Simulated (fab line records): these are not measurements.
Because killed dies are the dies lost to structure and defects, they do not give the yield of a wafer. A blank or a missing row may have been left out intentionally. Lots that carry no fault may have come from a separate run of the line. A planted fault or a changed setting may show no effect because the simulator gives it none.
fab line records	flow nandHarc
record: lots: 6	wafers: 18	lastDay: 31
route steps=1302 shown P_STI@86 P_GATE@110 END@1302
lots that met no fault: from a run of the same line without faults
startH: hours from the record's opening day to when the first of the lot's shown wafers began	waitH: hours from the lot's prior step to this one	" as in the row above	L1.1+2: a row that stands for several wafers	- no value present, or no start provided	* or withheld: withheld	< > ~ a bound
route shown NAME@n: NAME is a module with steps in the file, n the number in the route of the first one	usual: mean/standard deviation taken from wafers without a fault	same: alike in all rows	chamber/n: place in a boat	sites: per-site readings	_std_site: how widely they spread, as a standard deviation	_edge_site: mean of outer sites minus mean of inner sites	radiusMm: for every site, how far away it sits from the centre of the wafer	mask NAME#n: copy n	behind: the last tool/chamber to shape the wafer	hold: what put the lot on hold/how long, in hours/how the hold closed	device: whichever transistor did not switch (one of n, p or np)	end of line: tests run on the same wafers once the route is complete	a step given without rows: its recipe and nothing more	killed: at the first sort, the dies lost to defects and structure; wafer yield is something else	map: dies across one wafer; x = killed, . = not, _ = none there
set.NAME: the setting that was run; set.NAME@STEP: the one run at that earlier step	model.NAME: the simulator's own value behind a step, which no gauge read
certain route steps with their lots: each step a table, each wafer a row
services: from which hour (startH, from the record's first day; less than 0 if before it) a tool's chamber was out of use, for how many hours, and why
== steps ==
step: NHARC_P_STI_HARDBAKE_13
recipe: tempC: 118	timeS: 65
step: NHARC_P_STI_DESCUM_14
recipe: timeS: 3	o2FlowSccm: 200	arFlowSccm: 0	biasPowerW: 0	chemistry: O2
usual: drypumpMotorCurrentA: 5.5/0.51	oesProductAu: 0.994/0.0074	rfVppV: 57.7/0.99	showerheadPlenumPTorr: 1.89/0.082	throttleValvePct: 11.311/0.0092
same: timeS: 3
lot.wafer	tool	chamber	startH	waitH	drypumpMotorCurrentA	oesProductAu	rfHoursCounterH	rfVppV	showerheadPlenumPTorr	throttleValvePct
L756.2	rieDiel-06	2	56.29	-	6.0	0.991	8	57.3	1.94	11.317
L756.1	"	3	"	"	5.3	0.993	10	56.3	1.93	11.317
L756.5	"	2	"	"	6.0	0.980	-	57.5	1.94	11.327
L761.4	rieDiel-13	2	102.34	-	6.2	0.993	6	56.3	1.81	11.303
L761.5	"	3	"	"	5.1	1.003	-	56.8	1.90	11.322
L761.6	"	0	"	"	5.8	0.979	-	59.0	1.84	11.313
L763.2	rieDiel-06	1	123.10	-	6.0	0.996	12	57.5	1.77	11.311
L763.1	"	3	"	"	5.3	0.993	15	57.7	1.93	11.292
L763.6	"	1	"	"	6.0	0.994	-	58.5	1.77	11.330
L768.1	rieDiel-08	1	172.70	-	5.1	0.984	8	59.4	2.07	11.318
L768.4	"	2	"	"	4.8	0.983	9	59.2	1.95	11.301
L768.2	"	3	"	"	5.2	0.996	6	56.5	1.80	11.315
L772.3	rieDiel-06	2	214.16	-	6.0	0.985	6	59.0	1.93	11.323
L772.5	"	1	"	"	6.0	0.994	-	58.1	1.77	11.313
L772.6	"	2	"	"	6.0	0.987	-	57.7	1.93	11.307
L773.4	rieDiel-08	3	223.50	-	5.2	0.994	1	57.2	1.80	11.306
L773.2	"	0	"	"	5.0	0.999	1	58.8	1.83	11.315
L773.6	"	2	"	"	4.8	0.994	-	59.0	1.95	11.299
step: NHARC_P_STI_ETCH_42
recipe: targetDepthA: 800	overetchA: 240	timeS: 61	ionEnergyEv: 200	n2FlowSccm: 150	h2FlowSccm: 150	arFlowSccm: 0	rfW: 400	biasW: 150	chemistry: N2/H2
usual: drypumpMotorCurrentA: 5.5/0.5	n2FlowSccm: 150.0/0.47	oesProductAu: 0.995/0.0088	rfVppV: 429.5/2.5	showerheadPlenumPTorr: 2.01/0.087	throttleValvePct: 14.171/0.0091
same: timeS: 61
lot.wafer	tool	chamber	startH	waitH	drypumpMotorCurrentA	n2FlowSccm	oesProductAu	rfHoursCounterH	rfVppV	showerheadPlenumPTorr	throttleValvePct
L756.1	rieDiel-06	2	56.42	0.1	6.0	150.0	0.996	8	432.6	2.07	14.166
L756.2	"	3	"	"	5.3	150.3	0.994	10	430.9	2.06	14.164
L756.5	"	2	"	"	6.0	149.6	0.995	-	431.2	2.07	14.162
L761.4	rieDiel-13	1	102.41	0.1	5.0	150.4	0.995	5	430.2	2.01	14.170
L761.6	"	3	"	"	5.1	150.4	1.007	-	428.5	2.02	14.176
L761.5	"	0	"	"	5.8	149.6	0.985	-	427.8	1.95	14.179
L763.2	rieDiel-06	3	123.18	0.1	5.3	150.6	0.997	15	431.0	2.05	14.171
L763.1	"	2	"	"	6.0	150.8	1.004	13	429.8	2.06	14.168
L763.6	"	0	"	"	6.3	149.3	0.995	-	428.8	1.97	14.164
L768.1	rieDiel-08	3	172.79	0.1	5.2	149.5	0.986	6	427.6	1.91	14.172
L768.2	"	0	"	"	5.0	150.2	1.011	8	426.2	1.94	14.177
L768.4	"	2	"	"	4.8	149.2	0.975	9	431.0	2.08	14.151
L772.3	rieDiel-06	0	214.25	0.1	6.3	149.3	0.990	7	428.6	1.97	14.170
L772.5	"	1	"	"	5.9	150.4	0.990	-	427.1	1.89	14.167
L772.6	"	2	"	"	6.0	150.1	0.982	-	431.2	2.06	14.174
L773.4	rieDiel-08	1	223.57	0.1	5.0	150.3	0.997	1	435.1	2.21	14.175
L773.2	"	3	"	"	5.2	149.6	0.994	1	427.6	1.91	14.179
L773.6	"	1	"	"	5.0	149.8	0.997	-	435.9	2.21	14.172
step: NHARC_P_STI_ETCH_31
recipe: targetDepthA: 1089	timeS: 54.5	cf4FlowSccm: 100	chf3FlowSccm: 30	arFlowSccm: 0	rfW: 500	biasW: 200	chemistry: CF4/CHF3
usual: chf3FlowSccm: 29.99/0.09	drypumpMotorCurrentA: 5.5/0.51	oesProductAu: 0.954/0.02	rfVppV: 369.8/2.3	showerheadPlenumPTorr: 1.55/0.064	throttleValvePct: 16.802/0.0093
same: timeS: 54.5
lot.wafer	tool	chamber	startH	waitH	chf3FlowSccm	drypumpMotorCurrentA	oesProductAu	rfHoursCounterH	rfVppV	showerheadPlenumPTorr	throttleValvePct
L756.1	rieDiel-06	3	56.54	0.1	29.91	5.3	0.939	10	371.7	1.59	16.821
L756.2	"	2	"	"	29.89	6.0	0.958	8	371.0	1.59	16.801
L756.5	"	3	"	"	30.04	5.3	0.943	-	371.3	1.59	16.811
L761.4	rieDiel-13	3	-	-	29.84	5.1	0.939	6	369.6	1.56	16.794
L761.6	"	2	"	"	29.95	6.2	0.915	-	366.8	1.50	16.805
L761.5	"	3	"	"	30.07	5.1	0.935	-	371.1	1.56	16.788
L763.1	rieDiel-06	1	-	-	30.16	6.0	0.953	12	366.7	1.47	16.812
L763.2	"	2	"	"	30.01	6.0	0.964	13	371.3	1.59	16.787
L763.6	"	3	"	"	29.99	5.3	0.961	-	371.3	1.58	16.802
L768.4	rieDiel-08	0	-	-	29.96	5.0	0.930	8	367.1	1.51	16.803
L768.2	"	1	"	"	29.94	5.0	0.921	8	373.7	1.69	16.801
L768.1	"	3	"	"	29.96	5.2	0.926	7	366.7	1.48	16.796
L772.3	rieDiel-06	3	-	-	30.02	5.3	0.909	7	370.9	1.58	16.797
L772.5	"	3	"	"	30.01	5.3	0.920	-	370.4	1.58	16.798
L772.6	"	0	"	"	29.89	6.3	0.917	-	369.2	1.52	16.793
L773.2	rieDiel-08	2	-	-	30.05	4.8	0.956	1	370.6	1.60	16.783
L773.4	"	3	"	"	29.98	5.2	0.971	1	366.1	1.48	16.803
L773.6	"	3	"	"	29.99	5.2	0.978	-	365.8	1.48	16.798
step: NHARC_P_STI_ETCH_15
recipe: targetDepthA: 3000	taperDeg: 4	timeS: 100.1	hbrFlowSccm: 150	cl2FlowSccm: 50	rfW: 400	icpW: 400	biasW: 100	chemistry: HBr/Cl2
usual: drypumpMotorCurrentA: 5.7/0.55	heBacksideLeakSccm: 2.71/0.29	oesProductAu: 1.002/0.009	throttleValvePct: 26.404/0.0083
same: timeS: 100.1
lot.wafer	tool	chamber	startH	waitH	drypumpMotorCurrentA	heBacksideLeakSccm	oesProductAu	rfHoursCounterH	throttleValvePct
L756.1	rieSi-06	2	56.70	0.1	4.8	2.84	0.982	1.0	26.415
L756.2	"	3	"	"	5.6	2.77	0.995	1.0	26.412
L756.5	"	1	"	"	5.4	2.96	1.009	-	26.408
L761.4	rieSi-06	1	102.63	-	5.4	2.96	1.002	0.1	26.404
L761.6	"	2	"	"	4.8	2.50	1.000	-	26.378
L761.5	"	3	"	"	5.6	2.94	0.988	-	26.402
L763.1	rieSi-05	1	123.38	-	5.0	2.97	1.003	1.2	26.419
L763.2	"	3	"	"	6.3	2.50	1.000	1.1	26.410
L763.6	"	1	"	"	5.0	2.86	1.002	-	26.392
L768.4	rieSi-05	1	172.98	-	5.0	3.01	0.999	0.2	26.385
L768.1	"	3	"	"	6.3	2.48	1.015	0.3	26.401
L768.2	"	0	"	"	5.5	2.75	1.012	0.3	26.405
L772.3	rieSi-01	2	214.42	-	5.6	2.65	0.995	0.1	26.398
L772.6	"	2	"	"	5.6	2.74	1.003	-	26.399
L772.5	"	3	"	"	5.6	2.95	1.007	-	26.400
L773.2	rieSi-01	1	223.79	-	6.4	2.39	1.008	0.2	26.414
L773.4	"	2	"	"	5.6	2.61	0.998	0.2	26.408
L773.6	"	3	"	"	5.6	3.16	0.998	-	26.404
step: NHARC_P_STI_CD_MEAS_16
usual: cdNm: 200.0/2.1
lot.wafer	tool	chamber	startH	waitH	cdNm
L756.1	cdSem-02	-	56.84	-	200.8
L756.2	"	-	"	"	198.8
L756.5	"	-	"	"	201.8
L761.4	cdSem-03	-	102.76	-	195.8
L761.5	"	-	"	"	199.2
L761.6	"	-	"	"	200.2
L763.1	cdSem-02	-	123.54	-	200.0
L763.2	"	-	"	"	199.1
L763.6	"	-	"	"	199.4
L768.1	cdSem-01	-	173.13	-	197.3
L768.2	"	-	"	"	196.1
L768.4	"	-	"	"	200.1
L772.3	cdSem-02	-	214.59	-	197.7
L772.5	"	-	"	"	198.3
L772.6	"	-	"	"	202.3
L773.2	cdSem-03	-	223.92	-	203.8
L773.4	"	-	"	"	201.7
L773.6	"	-	"	"	201.2
step: NHARC_P_STI_OCD_MEAS_17
usual: trenchDepthNm: 302/3.9	trenchFootCdNm: 158.1/2
lot.wafer	tool	chamber	startH	waitH	trenchDepthNm	trenchFootCdNm
L756.1	ocd-02	-	56.93	0.1	297	157.9
L756.2	"	-	"	"	299	158.2
L756.5	"	-	"	"	306	158.2
L761.4	ocd-02	-	102.84	0.1	303	154.3
L761.5	"	-	"	"	296	158.6
L761.6	"	-	"	"	299	158.4
L763.1	ocd-02	-	123.63	0.1	303	156.8
L763.2	"	-	"	"	301	157.1
L763.6	"	-	"	"	303	156.7
L768.1	ocd-01	-	173.22	0.1	304	156.8
L768.2	"	-	"	"	306	153.2
L768.4	"	-	"	"	300	158.1
L772.3	ocd-01	-	214.67	0.1	300	158.3
L772.5	"	-	"	"	302	157.4
L772.6	"	-	"	"	302	161.3
L773.2	ocd-02	-	224.01	0.1	304	160.9
L773.4	"	-	"	"	301	158.8
L773.6	"	-	"	"	302	158.2
step: NHARC_P_STI_STRIP_19
recipe: timeS: 900	tempC: 130	chemistry: SPM
step: NHARC_P_STI_PRECLEAN_32
recipe: timeS: *	tempC: 50	bathAgeMin: 0	chemistry: SC1
step: NHARC_P_STI_SRD_23
step: NHARC_P_STI_OCD_MEAS_43
usual: trenchDepthNm: 302/3.9	trenchFootCdNm: 158.1/2
lot.wafer	tool	chamber	startH	waitH	trenchDepthNm	trenchFootCdNm
L756.1	ocd-02	-	57.44	-	297	158.0
L756.2	"	-	"	"	299	158.0
L756.5	"	-	"	"	306	157.7
L761.4	ocd-01	-	103.35	-	303	154.7
L761.5	"	-	"	"	296	158.9
L761.6	"	-	"	"	300	158.4
L763.1	ocd-02	-	124.14	-	303	156.9
L763.2	"	-	"	"	302	157.8
L763.6	"	-	"	"	302	155.9
L768.1	ocd-02	-	173.73	-	304	156.3
L768.2	"	-	"	"	306	152.7
L768.4	"	-	"	"	300	158.5
L772.3	ocd-02	-	215.18	-	300	158.5
L772.5	"	-	"	"	302	157.5
L772.6	"	-	"	"	301	161.2
L773.2	ocd-01	-	224.53	-	304	161.3
L773.4	"	-	"	"	300	159.0
L773.6	"	-	"	"	303	157.9
step: NHARC_P_STI_OXIDE_33
recipe: targetThkA: 100	tempC: 1000	oxTimeS: 281	material: SiO2
step: NHARC_P_STI_HDPCVD_20
recipe: targetThkA: withheld	sigmaOpenFrac: withheld	material: SiO2
lot.wafer	tool	chamber	startH	waitH
L756.2+1+5	hdpcvd-01	1,0,0	65.28	0.4
L761.4+6+5	hdpcvd-01	1,0,1	111.96	0.6
L763.1+2+6	hdpcvd-01	1,0,1	132.91	0.4
L768.2+1+4	hdpcvd-01	0,1,1	181.91	0.4
L772.3+5+6	hdpcvd-01	0,1,0	223.78	0.6
L773.2+4+6	hdpcvd-01	0,1,1	233.58	0.4
step: NHARC_P_STI_ANNEAL_34
recipe: tempC: 1000	timeS: 1800
step: NHARC_P_STI_CMP_21
recipe: tOverpolishS: 20	targetThkNm: 380.67
step: NHARC_P_STI_SRD_35
step: NHARC_P_STI_ETCH_36
recipe: targetDepthA: 388	chemistry: dHF	material: SiO2
step: NHARC_P_STI_STRIP_24
recipe: tempC: 160	chemistry: H3PO4	material: Si3N4
step: NHARC_P_STI_ETCH_37
recipe: targetDepthA: 110	chemistry: dHF	material: SiO2
step: NHARC_P_STI_PRECLEAN_38
recipe: timeS: *	tempC: 50	bathAgeMin: 0	chemistry: SC1
step: NHARC_P_STI_SRD_39
step: NHARC_P_STI_OXIDE_40
recipe: targetThkA: 100	tempC: 900	oxTimeS: 1362	material: SiO2
step: NHARC_P_GATE_ETCH_69
recipe: targetDepthA: 140	chemistry: dHF	material: SiO2
step: NHARC_P_GATE_PRECLEAN_70
recipe: timeS: *	tempC: 50	bathAgeMin: 0	chemistry: SC1
step: NHARC_P_GATE_SRD_01
step: NHARC_P_GATE_OXIDE_02
recipe: targetThkA: 375	tempC: 950	pH2oTorr: 720	oxTimeS: 365	material: SiO2
step: NHARC_P_GATE_DEHYDRATE_03
recipe: tempC: 150	timeS: 120
step: NHARC_P_GATE_HMDS_04
recipe: timeS: 30
step: NHARC_P_GATE_COAT_05
recipe: spinRpm: 4690
step: NHARC_P_GATE_SOFTBAKE_06
recipe: tempC: 122	timeS: 95
step: NHARC_P_GATE_EBR_07
step: NHARC_P_GATE_EXPOSE_08
recipe: na: 0.6	doseMj: 16.75	maskId: P_HV
step: NHARC_P_GATE_PEB_09
recipe: pebTempC: 118	pebTimeS: 85
step: NHARC_P_GATE_DEVELOP_10
recipe: timeS: 70
step: NHARC_P_GATE_CD_MEAS_11
recipe: targetCdNm: 1640	landingEnergyEv: 500
usual: cdNm: 1638.9/2
lot.wafer	tool	chamber	startH	waitH	cdNm
L756.1	cdSem-03	0	90.67	-	1641.8
L756.2	"	0	"	"	1639.2
L756.5	"	0	"	"	1641.5
L761.4	cdSem-01	0	138.66	-	1636.5
L761.5	"	0	"	"	1640.1
L761.6	"	0	"	"	1638.1
L763.1	cdSem-01	0	160.43	-	1639.4
L763.2	"	0	"	"	1637.6
L763.6	"	0	"	"	1641.7
L768.1	cdSem-02	0	207.58	-	1640.6
L768.2	"	0	"	"	1636.8
L768.4	"	0	"	"	1638.0
L772.3	cdSem-02	0	249.56	-	1638.8
L772.5	"	0	"	"	1641.2
L772.6	"	0	"	"	1642.7
L773.2	cdSem-02	0	258.98	-	1640.7
L773.4	"	0	"	"	1639.3
L773.6	"	0	"	"	1638.3
step: NHARC_P_GATE_HARDBAKE_12
recipe: tempC: 125	timeS: 80
step: NHARC_P_GATE_DESCUM_13
recipe: timeS: 3	o2FlowSccm: 200	arFlowSccm: 0	biasPowerW: 0	chemistry: O2
usual: drypumpMotorCurrentA: 5.6/0.4	oesProductAu: 0.997/0.01	rfVppV: 57.7/0.92	showerheadPlenumPTorr: 1.91/0.07	throttleValvePct: 11.312/0.0091
same: timeS: 3
lot.wafer	tool	chamber	startH	waitH	drypumpMotorCurrentA	oesProductAu	rfHoursCounterH	rfVppV	showerheadPlenumPTorr	throttleValvePct
L756.1	rieDiel-02	3	90.85	-	5.2	0.988	2.2	58.6	2.00	11.314
L756.2	"	0	"	"	5.5	0.998	1.5	55.6	2.03	11.308
L756.5	"	3	"	"	5.2	0.984	-	57.7	2.00	11.312
L761.4	rieDiel-04	2	138.81	-	5.7	0.996	8.4	57.8	1.80	11.309
L761.5	"	2	"	"	5.7	0.991	-	58.1	1.80	11.317
L761.6	"	3	"	"	5.4	0.993	-	57.6	1.94	11.312
L763.1	rieDiel-04	3	160.59	-	5.4	0.997	10.4	57.3	1.94	11.338
L763.2	"	0	"	"	5.8	1.008	10.9	57.5	1.92	11.306
L763.6	"	3	"	"	5.4	1.009	-	57.0	1.94	11.311
L768.1	rieDiel-04	1	207.74	-	6.2	0.999	1.4	57.4	1.86	11.310
L768.4	"	2	"	"	5.8	0.994	1.2	57.2	1.80	11.315
L768.2	"	0	"	"	5.8	1.015	1.1	57.2	1.92	11.317
L772.3	rieDiel-04	1	249.75	-	6.2	0.982	5.2	56.4	1.86	11.304
L772.5	"	2	"	"	5.7	1.001	-	58.7	1.80	11.319
L772.6	"	3	"	"	5.4	1.014	-	59.9	1.94	11.298
L773.4	rieDiel-04	3	259.14	-	5.4	1.015	4.2	57.6	1.94	11.334
L773.2	"	2	"	"	5.7	0.994	5.0	57.7	1.80	11.311
L773.6	"	3	"	"	5.4	1.022	-	56.2	1.94	11.318
step: NHARC_P_GATE_ETCH_14
recipe: targetDepthA: 488	chemistry: dHF	material: SiO2
step: NHARC_P_GATE_STRIP_15
recipe: timeS: 780	tempC: 130	chemistry: SPM
step: NHARC_P_GATE_PRECLEAN_71
recipe: timeS: *	tempC: 50	bathAgeMin: 0	chemistry: SC1
step: NHARC_END_SORT_01
recipe: tempC: 25
usual: killedAtArray: 54/21	killedAtOther: 1.0/1.2	killedAtPeriphery: 3.6/2.6	killedDies: 58/20	killedOpen: 3.3/1.9	killedShort: 2.6/1.5
same: grossDies: 677
lot.wafer	tool	chamber	startH	waitH	killedAtArray	killedAtOther	killedAtPeriphery	killedDies	killedOpen	killedShort
L756.1	prober-02	0	587.01	2.5	74	4	3	81	3	5
L756.2	prober-02	0	587.80	2.8	96	0	3	99	2	1
L756.5	prober-02	0	590.18	3.7	89	0	4	93	5	3
L761.4	prober-02	0	611.67	3.4	19	1	8	28	1	5
L761.5	prober-02	0	612.46	3.7	21	2	6	29	3	7
L761.6	prober-02	0	613.26	4.0	16	1	10	27	4	2
L763.1	prober-02	0	634.73	2.5	34	0	6	40	3	5
L763.2	prober-02	0	635.53	2.8	42	0	2	44	0	1
L763.6	prober-02	0	638.70	4.0	58	0	4	62	6	5
L768.1	prober-01	0	687.50	2.6	29	1	11	41	4	1
L768.2	prober-01	0	688.30	2.8	27	0	6	33	1	1
L768.4	prober-01	0	689.90	3.4	38	0	7	45	2	3
L772.3	prober-01	0	715.97	3.1	52	2	17	71	4	6
L772.5	prober-01	0	717.60	3.8	41	3	3	47	2	5
L772.6	prober-01	0	718.41	4.1	41	5	12	58	2	1
L773.2	prober-02	0	741.34	2.8	53	1	13	67	3	3
L773.4	prober-02	0	742.93	3.4	62	3	1	66	3	1
L773.6	prober-02	0	744.53	4.0	37	0	2	39	5	2
killed by level:class
L756.1 A_CHANNEL_HOLE_D2:chamberFilmFlake=29 A_CHANNEL_HOLE_D1:chamberFilmFlake=20 A_SLIT:chamberFilmFlake=15 A_CONTACT:chamberFilmFlake=3 THIN_TSV:chamberFilmFlake=3 A_CHANNEL_HOLE_D2:geometricParticle:short=2 A_WL_FILL:geometricParticle:open=2 P_GATE:geometricParticle:short=1
L756.2 A_CHANNEL_HOLE_D2:chamberFilmFlake=33 A_CHANNEL_HOLE_D1:chamberFilmFlake=26 A_SLIT:chamberFilmFlake=24 A_DECK1_JOINT:chamberFilmFlake=3 A_CONTACT:chamberFilmFlake=3 A_STAIRCASE:chamberFilmFlake=2 A_WL_FILL:chamberFilmFlake=2 P_GATE:geometricParticle:open=1
L756.5 A_CHANNEL_HOLE_D2:chamberFilmFlake=33 A_CHANNEL_HOLE_D1:chamberFilmFlake=24 A_SLIT:chamberFilmFlake=21 A_CONTACT:chamberFilmFlake=4 P_M0:chamberFilmFlake=2 P_M0:geometricParticle:open=1 P_M1:geometricParticle:short=1 A_ONON_D1:geometricParticle:open=1
L761.4 A_CHANNEL_HOLE_D2:chamberFilmFlake=7 P_GATE:chamberFilmFlake=4 P_STI:chamberFilmFlake=2 P_M1:chamberFilmFlake=2 A_CHANNEL_HOLE_D1:chamberFilmFlake=2 A_WL_FILL:chamberFilmFlake=2 A_CHANNEL_HOLE_D2:geometricParticle:open=1 A_CHANNEL_FILL_D1:geometricParticle:short=1
L761.5 P_GATE:chamberFilmFlake=5 A_CHANNEL_HOLE_D2:chamberFilmFlake=5 A_CHANNEL_FILL_D1:geometricParticle:short=3 A_CHANNEL_HOLE_D1:chamberFilmFlake=2 A_DECK1_JOINT:chamberFilmFlake=2 A_CONTACT:chamberFilmFlake=2 P_GATE:geometricParticle:open=1 A_ONON_D1:geometricParticle:open=1
L761.6 A_CHANNEL_HOLE_D2:chamberFilmFlake=6 P_GATE:chamberFilmFlake=5 A_CHANNEL_HOLE_D1:chamberFilmFlake=2 A_STAIRCASE:chamberFilmFlake=2 P_GATE:geometricParticle:open=1 P_CONTACT:geometricParticle:short=1 P_CONTACT:geometricParticle:open=1 A_ONON_D1:geometricParticle:short=1
L763.1 A_SLIT:chamberFilmFlake=9 A_CHANNEL_HOLE_D2:chamberFilmFlake=7 A_STAIRCASE:chamberFilmFlake=6 P_GATE:chamberFilmFlake=5 A_CHANNEL_HOLE_D1:chamberFilmFlake=3 P_CONTACT:geometricParticle:open=1 A_ONON_D1:geometricParticle:short=1 A_CHANNEL_FILL_D1:geometricParticle:short=1
L763.2 A_SLIT:chamberFilmFlake=28 A_CHANNEL_HOLE_D2:chamberFilmFlake=6 P_GATE:chamberFilmFlake=2 A_CHANNEL_HOLE_D1:chamberFilmFlake=2 A_CONTACT:chamberFilmFlake=2 A_M1:geometricParticle:short=1 A_CHANNEL_FILL_D2:chamberFilmFlake=1 A_STAIRCASE:chamberFilmFlake=1
L763.6 A_SLIT:chamberFilmFlake=29 A_CHANNEL_HOLE_D2:chamberFilmFlake=14 A_WL_FILL:geometricParticle:open=2 A_M0:geometricParticle:open=2 P_GATE:chamberFilmFlake=2 A_CHANNEL_HOLE_D1:chamberFilmFlake=2 A_STAIRCASE:chamberFilmFlake=2 P_GATE:geometricParticle:open=1
L768.1 A_CHANNEL_HOLE_D1:chamberFilmFlake=8 P_GATE:chamberFilmFlake=6 A_CONTACT:chamberFilmFlake=6 A_CHANNEL_FILL_D2:chamberFilmFlake=3 A_STAIRCASE:chamberFilmFlake=3 A_SLIT:chamberFilmFlake=3 A_M0:geometricParticle:open=2 P_M0:geometricParticle:open=1
L768.2 A_STAIRCASE:chamberFilmFlake=9 A_CHANNEL_HOLE_D1:chamberFilmFlake=6 A_SLIT:chamberFilmFlake=5 P_GATE:chamberFilmFlake=4 A_CONTACT:chamberFilmFlake=3 P_M0:geometricParticle:open=1 A_ONON_D2:geometricParticle:short=1 P_ZERO_WELL:chamberFilmFlake=1
L768.4 A_CHANNEL_HOLE_D1:chamberFilmFlake=11 A_SLIT:chamberFilmFlake=6 P_GATE:chamberFilmFlake=5 A_CHANNEL_FILL_D2:chamberFilmFlake=4 A_CONTACT:chamberFilmFlake=4 A_ZERO_WELL:chamberFilmFlake=3 A_CHANNEL_FILL_D1:chamberFilmFlake=3 A_ONON_D1:geometricParticle:short=2
L772.3 A_CHANNEL_HOLE_D1:chamberFilmFlake=33 P_STI:unspecified=10 P_ZERO_WELL:chamberFilmFlake=4 A_BLC:chamberFilmFlake=4 A_CONTACT:chamberFilmFlake=3 A_WL_FILL:geometricParticle:short=2 P_M1:chamberFilmFlake=2 A_SLIT:chamberFilmFlake=2
L772.5 A_CHANNEL_HOLE_D1:chamberFilmFlake=24 A_SLIT:chamberFilmFlake=6 A_CONTACT:chamberFilmFlake=4 THIN_TSV:chamberFilmFlake=3 P_GATE:geometricParticle:open=1 P_M0:geometricParticle:short=1 P_M2:geometricParticle:short=1 A_CHANNEL_FILL_D2:geometricParticle:short=1
L772.6 A_CHANNEL_HOLE_D1:chamberFilmFlake=26 P_STI:unspecified=10 THIN_TSV:chamberFilmFlake=5 A_SLIT:chamberFilmFlake=3 A_CHANNEL_FILL_D1:chamberFilmFlake=3 A_BLC:chamberFilmFlake=3 A_CONTACT:chamberFilmFlake=2 A_ONON_D1:geometricParticle:open=1
L773.2 A_CHANNEL_HOLE_D2:chamberFilmFlake=23 A_SLIT:chamberFilmFlake=18 P_STI:unspecified=12 A_STAIRCASE:chamberFilmFlake=5 P_M0:geometricParticle:open=1 A_ONON_D1:geometricParticle:short=1 A_CHANNEL_HOLE_D2:geometricParticle:open=1 A_SGD_CUT:geometricParticle:short=1
L773.4 A_CHANNEL_HOLE_D2:chamberFilmFlake=32 A_SLIT:chamberFilmFlake=17 A_ZERO_WELL:chamberFilmFlake=5 A_CHANNEL_HOLE_D1:chamberFilmFlake=4 THIN_TSV:chamberFilmFlake=3 P_CONTACT:geometricParticle:open=1 A_ONON_D2:geometricParticle:short=1 A_ONON_D2:geometricParticle:open=1
L773.6 A_SLIT:chamberFilmFlake=16 A_CHANNEL_HOLE_D2:chamberFilmFlake=7 A_CHANNEL_HOLE_D1:chamberFilmFlake=6 A_CHANNEL_FILL_D2:geometricParticle:short=2 P_CONTACT:geometricParticle:open=1 P_M0:geometricParticle:open=1 A_CHANNEL_HOLE_D1:geometricParticle:open=1 A_CHANNEL_FILL_D2:geometricParticle:open=1
map L772.3 (x killed, . not)
____________.____________
_________....x.._________
_______..........._______
______.x...........______
_____..xx.x........._____
____......x........x.____
____....x.........x..____
___.......x...........___
___...xx............x.___
__.......x.............__
__.....................__
_............x.....x...._
_......................._
_..x.x.....x....x.x....._
_.................x.x..._
_...............x.x....._
.........................
.....x...................
....x....................
.....................x...
.........................
_....................x.._
_.....x................._
_........xxx............_
_.........x..........x.._
_....x..xxx.x..........._
__....x.xx..x.........x__
__....x.xxx.x..........__
___......xxx.x........___
___....xx.xx..........___
____...x..xxx........____
____...xxxxx.....x...____
_____....x.........._____
______...x.........______
_______..........._______
_________......x_________
____________.____________
map L773.2 (x killed, . not)
____________.____________
_________..x...._________
_______..........._______
______.............______
_____..............._____
____x.xx.x..x........____
____.xxxx.x..........____
___.xxxx..x...........___
___.xxxxxxx...........___
__....xx..x............__
__.x.x...xx............__
_..xx.xx................_
_...xxx......x.........._
_.....x.....x..........._
_....x....x..x.........._
_.....x................._
.........................
.........................
...x........x............
.........................
.........................
_......................._
_......................._
_xx.x..................._
_xxxx..................._
_xx.x..................._
__xx.x.................__
__x....................__
___xx.................___
___xx.................___
____.........x.......____
____x................____
_____..............._____
______.............______
_______.x........._______
_________......._________
____________.____________
== services ==
tool	chamber	startH	hours	kind
rieDiel-13	1	34.34	16.0	repair
rieDiel-08	3	39.73	5.2	repair
rieDiel-08	-	39.92	0.9	repair
rieDiel-06	1	52.85	7.1	repair
rieDiel-06	0	54.87	5.0	repair
rieDiel-13	-	65.43	0.3	repair
rieSi-06	-	72.00	9.0	pm
rieDiel-08	3	86.33	30.4	repair
rieDiel-06	1	90.05	9.1	repair
rieDiel-06	3	96.04	4.7	repair
rieSi-06	1	102.93	23.5	repair
rieSi-05	-	118.15	0.2	repair
rieSi-05	-	128.00	9.0	pm
rieDiel-06	-	130.20	9.0	pm
rieSi-06	-	148.73	0.6	repair
rieDiel-13	-	165.00	9.0	pm
rieSi-01	2	166.43	6.4	repair
rieDiel-04	-	177.97	9.0	pm
hdpcvd-01	-	189.31	13.0	pm
rieDiel-08	-	190.80	9.0	pm
rieDiel-13	0	205.88	2.7	repair
rieDiel-13	3	212.98	2.3	repair
rieDiel-13	3	236.75	9.1	repair
rieDiel-08	1	258.04	2.9	repair
== key ==
firstSign: step: NHARC_END_SORT_01	reading: killedAtPeriphery	direction: up	sigmas: 4	usual: 3.6	struck: 14
effect none on later readings
metAt NHARC_P_STI_HDPCVD_20
struckWafers L772.3,L772.6,L773.2
testerLeftOut L772,L773
onsetBetween 181.91 223.78
fault: kind: chamberParticleSource	tool: hdpcvd-01	chamber: 0	onsetH: 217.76	steps: NHARC_P_STI_HDPCVD_20	ratePerVisitCm2: 0.026365	endH: 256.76
testerLeftOut: of these lots the tester's yield and bins aren't shown, on N5 and GAA mostly nor the transistor test; their killed dies are dies lost to structure and defects alone, not to doping, threshold or leakage, so they don't give the yield
